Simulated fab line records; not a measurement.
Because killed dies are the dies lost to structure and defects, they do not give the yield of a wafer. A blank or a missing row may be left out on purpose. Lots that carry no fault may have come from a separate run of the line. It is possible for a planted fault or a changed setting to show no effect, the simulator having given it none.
Matching of chambers    flow nand_harc    rie_diel-12 running NHARC_A_CHANNEL_FILL_D2_ETCHBACK_20: 4 sister chambers
The step etches the open film in C4F8/O2/Ar, target depth 27 nm, time 13.5 s. 4 wafers are shown with their chamber, then 9 later ones without.

EACH WAFER AND ITS CHAMBER
wafer   chamber  rf_vpp_V (V)
L484.5  0        972
L485.2  3        980
L485.3  2        981
L485.4  1        985

WAFERS WHOSE CHAMBER IS MISSING
wafer   rf_vpp_V (V)
L489.2  971
L489.4  986
L489.6  980
L490.2  971
L490.3  980
L490.5  980
L492.2  979
L492.4  986
L492.6  972

WHICH CHAMBER EACH WENT THROUGH
wafer   from the rows above      in truth
L489.2  0                        0
L489.4  1                        1
L489.6  can't be placed: 3 or 2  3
L490.2  0                        0
L490.3  can't be placed: 3 or 2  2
L490.5  can't be placed: 3 or 2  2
L492.2  can't be placed: 3 or 2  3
L492.4  1                        1
L492.6  0                        0
Placed correctly: 5 of 9. Not placeable from these rows: 4 (in 4, the candidates include the true chamber). Wrongly placed: 0.
How it was worked out, from the rows above alone: a wafer's distance from a chamber is the root of the sum, over the readings, of the square of ((its reading less the chamber's mean) divided by the reading's scatter). The wafer belongs to the nearest chamber; if the next one is less than 2 further off, it can't be placed. A chamber's mean is the mean of its shown wafers. The scatter (one wafer shown for each chamber): square how far every hidden wafer sits from the nearest shown wafer, average those squares and take the square root.
